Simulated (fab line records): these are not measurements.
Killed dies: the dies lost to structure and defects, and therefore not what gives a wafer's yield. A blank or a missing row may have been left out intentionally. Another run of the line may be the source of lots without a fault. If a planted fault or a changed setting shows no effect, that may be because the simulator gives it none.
Lot-split experiment | flow n5-finfet | on a route of 1938 steps: 7 lots, 21 wafers read

ABOUT THE SPLIT
At N5_BEOL_M8_COAT_22 (resist thk 30 nm), the setting spin-rpm was moved away from the recipe's 1500 rpm on 8 of the 21 wafers read, by -9.1% to +4.9%. For the rest of the wafers, this setting stayed at what the recipe calls for.

FROM THE SPLIT TO THE READING: what the file shows between them, 4 steps
- N5_BEOL_M8_EBR_24
- N5_BEOL_M8_SOFTBAKE_23: time 60 s
- N5_BEOL_M8_EXPOSE_25: exposes mask V7, target cd 40 nm
- N5_BEOL_M8_PEB_26: peb time 60 s

THE READING
CAR-EUV_of_BEOL_M8_COAT_22.thk-nm (the simulator's own value, which no gauge read), in nm, at N5_BEOL_M8_DEVELOP_27 (develop time 30 s). The file does not state a usual value for it. Average 29.6 nm, standard deviation 0.12 nm, over the 13 wafers here run with the recipe.

wafer  | tool, chamber at the split | spin-rpm as run, rpm | against the recipe | CAR-EUV_of_BEOL_M8_COAT_22.thk-nm, nm | against lot-mates on the recipe
L074.3 | litho-track-02, 0          | 1500                 | recipe             | 29.8                                  | -
L074.6 | litho-track-02, 0          | 1500                 | recipe             | 29.8                                  | -
L074.4 | litho-track-02, 0          | 1500                 | recipe             | 29.6                                  | -
L076.1 | litho-track-04, 0          | 1500                 | recipe             | 29.6                                  | -
L076.3 | litho-track-04, 0          | 1500                 | recipe             | 29.6                                  | -
L076.4 | litho-track-04, 0          | 1570                 | +4.7%              | 29                                    | -0.6
L085.1 | litho-track-04, 0          | 1500                 | recipe             | 29.6                                  | -
L085.2 | litho-track-04, 0          | 1500                 | recipe             | 29.8                                  | -
L085.6 | litho-track-04, 0          | 1363                 | -9.1%              | 31.2                                  | +1.5
L086.1 | litho-track-02, 0          | 1500                 | recipe             | 29.6                                  | -
L086.4 | litho-track-02, 0          | 1372                 | -8.5%              | 31                                    | +1.4
L086.6 | litho-track-02, 0          | 1372                 | -8.5%              | 30.8                                  | +1.2
L089.1 | litho-track-01, 0          | 1500                 | recipe             | 29.6                                  | -
L089.4 | litho-track-01, 0          | 1574                 | +4.9%              | 28.8                                  | -0.8
L089.6 | litho-track-01, 0          | 1574                 | +4.9%              | 28.8                                  | -0.8
L090.1 | litho-track-01, 0          | 1500                 | recipe             | 29.4                                  | -
L090.6 | litho-track-01, 0          | 1500                 | recipe             | 29.4                                  | -
L090.3 | litho-track-01, 0          | 1559                 | +3.9%              | 28.8                                  | -0.6
L093.4 | litho-track-01, 0          | 1388                 | -7.5%              | 30.8                                  | +1.2
L093.5 | litho-track-01, 0          | 1500                 | recipe             | 29.6                                  | -
L093.6 | litho-track-01, 0          | 1500                 | recipe             | 29.6                                  | -

THE FIT
A straight line over all 21 wafers: CAR-EUV_of_BEOL_M8_COAT_22.thk-nm changes by -0.16 nm for each +1% of spin-rpm; r = -0.98; the points scatter about the line by 0.13 nm.
The same after taking each lot's own level away (the mean of its wafers on the recipe; 21 wafers): -0.156 nm for each +1%; r = -0.99; scatter 0.07 nm.
That fit puts the effect of the largest move of spin-rpm on the reading at 1.4 nm.
Measured against the standard deviation above, the lots' own levels, which go from 29.40 to 29.73 nm, span 2.7 times it.
The two slopes agree, so the slope changes little with the lot-to-lot level.
Check: +1.41 nm against its lot-mates is what the line predicts for one of the wafers moved furthest among these (-9.1%) when that wafer is left out of the fit. It came out at +1.5 nm against them.

THE OTHER SPLITS THESE WAFERS WENT THROUGH
Note: prior to the reading, these wafers also went through further splits. Each is held against what the fit with the lots' levels taken away leaves over:
other split on the same wafers | wafers away from the commonest value | r with CAR-EUV_of_BEOL_M8_COAT_22.thk-nm (lot level and that fit taken away)
N5_BEOL_M2_ETCH_74 source-w    | 5                                    | +0.14
N5_BEOL_M3_ILD_DEP_00 time-s   | 5                                    | +0.38
N5_BEOL_M3_PECVD_72 time-s     | 6                                    | +0.00
N5_BEOL_M4_ILD_DEP_00 time-s   | 8                                    | +0.17
N5_BEOL_M5_COAT_05 spin-rpm    | 8                                    | -0.09
N5_BEOL_M7_EXPOSE_08 dose-mj   | 4                                    | +0.04
N5_BEOL_M7_ETCH_61 source-w    | 4                                    | +0.06

THE WHOLE CHAIN: every reading that the file lists as answering this split, in the file's order
step                  | what it does      | reading                                                                            | change (the file's fit)               | r (the file's)
N5_BEOL_M8_COAT_22    | resist thk 30 nm  | CAR-EUV_of_BEOL_M8_COAT_22.thk-nm (the simulator's own value, which no gauge read) | -0.152 nm for each +1% of the setting | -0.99
N5_BEOL_M8_DEVELOP_27 | develop time 30 s | CAR-EUV_of_BEOL_M8_COAT_22.thk-nm (the simulator's own value, which no gauge read) | -0.157 nm for each +1% of the setting | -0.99

THE FILE'S OWN FIT
CAR-EUV_of_BEOL_M8_COAT_22.thk-nm changes by -0.157 nm for each +1% of spin-rpm, r = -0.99.
